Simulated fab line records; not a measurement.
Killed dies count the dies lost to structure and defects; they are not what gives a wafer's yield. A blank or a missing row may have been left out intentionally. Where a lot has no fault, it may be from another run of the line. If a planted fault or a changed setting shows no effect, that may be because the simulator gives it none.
Matching of chambers -- flow n5Finfet -- 4 sister chambers for N5_BEOL_M7_ALD_77 on aldMetal-02
The step deposits TaN, target thk 2 nm, pulse time 2 s, purge time 3 s. 8 wafers are shown with their chamber, then 12 later ones without.

## WAFERS, EACH WITH ITS CHAMBER
wafer,chamber,heaterPowerW (W),susceptorTempC (C)
L085.5,0,388,274.96
L087.2,3,398,275.25
L087.6,1,384,274.94
L086.1,1,374,275.11
L086.3,0,402,274.63
L092.3,2,379,274.88
L092.5,2,380,275.23
L092.6,3,403,274.90

## WAFERS WITHOUT THEIR CHAMBER
wafer,heaterPowerW (W),susceptorTempC (C)
L093.2,395,274.92
L093.3,379,274.94
L093.4,386,275.05
L095.2,382,275.12
L095.5,372,275.15
L095.6,383,274.87
L094.3,375,275.00
L094.5,376,275.02
L094.6,384,274.89
L096.1,405,274.85
L096.2,394,275.05
L096.5,371,274.81

## WHICH CHAMBER EACH WENT THROUGH
wafer,from the rows above,in truth
L093.2,can't be placed: 0 or 3 or 2 or 1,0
L093.3,can't be placed: 1 or 2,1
L093.4,can't be placed: 2 or 1 or 0 or 3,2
L095.2,can't be placed: 2 or 1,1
L095.5,can't be placed: 1 or 2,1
L095.6,can't be placed: 1 or 2 or 0 or 3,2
L094.3,can't be placed: 1 or 2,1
L094.5,can't be placed: 1 or 2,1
L094.6,can't be placed: 1 or 2 or 0 or 3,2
L096.1,can't be placed: 3 or 0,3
L096.2,can't be placed: 3 or 0 or 2 or 1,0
L096.5,can't be placed: 1 or 2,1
Correctly placed: 0 of 12. Can't be placed from these rows: 12 (the true chamber is among the candidates in 12). Wrongly placed: 0.
How it was worked out, from the rows above alone: a wafer's distance from a chamber is the root of the sum, over the readings, of the square of ((its reading less the chamber's mean) divided by the reading's scatter). If the next closest chamber is less than 2 further off than the closest, the wafer can't be placed; otherwise it belongs to the closest. Each chamber's mean is taken over the wafers shown for it. The scatter: the root of (the sum of the squares of (reading less its chamber's mean) over the shown wafers, divided by (wafers less chambers)).
